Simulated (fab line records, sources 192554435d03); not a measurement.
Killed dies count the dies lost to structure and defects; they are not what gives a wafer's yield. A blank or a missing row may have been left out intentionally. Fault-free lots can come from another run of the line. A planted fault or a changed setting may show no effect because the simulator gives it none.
Chamber matching -- flow n5-finfet -- N5_BEOL_M0_SAQP_PECVD_96 on pecvd-01: 3 sister chambers
The step deposits a-Si from SiH4/He, target thk 45 nm, time 45.2 s. 3 wafers are shown with their chamber, then 10 later ones without.

== WAFERS, EACH WITH ITS CHAMBER ==
wafer,chamber,showerhead-plenum-p-Torr (Torr)
L086.6,2,5.59
L087.2,1,5.60
L087.3,0,5.73

== WAFERS WITHOUT THEIR CHAMBER ==
wafer,showerhead-plenum-p-Torr (Torr)
L087.5,5.59
L090.1,5.59
L090.2,5.60
L090.3,5.73
L091.1,5.57
L091.5,5.59
L091.6,5.58
L097.3,5.60
L097.5,5.59
L097.6,5.60

== EACH ONE'S CHAMBER ==
wafer,from the rows above,in truth
L087.5,can't be placed: 2 or 1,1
L090.1,can't be placed: 2 or 1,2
L090.2,can't be placed: 1 or 2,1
L090.3,0,0
L091.1,can't be placed: 2 or 1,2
L091.5,can't be placed: 2 or 1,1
L091.6,can't be placed: 2 or 1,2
L097.3,can't be placed: 1 or 2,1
L097.5,can't be placed: 2 or 1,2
L097.6,can't be placed: 1 or 2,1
Correct placement for 1 of the 10. Cannot be placed on the basis of these rows: 9; the candidates contain the true chamber in 9. 0 placed wrongly.
How it was worked out, from the rows above alone: a wafer's distance from a chamber is the root of the sum, over the readings, of the square of ((its reading less the chamber's mean) divided by the reading's scatter). If the next closest chamber is less than 2 further off than the closest, the wafer can't be placed; otherwise it belongs to the closest. Each chamber's mean is taken over the wafers shown for it. The scatter: with one shown wafer a chamber, the root of the mean of the squares of how far each hidden wafer lies from its nearest shown one.
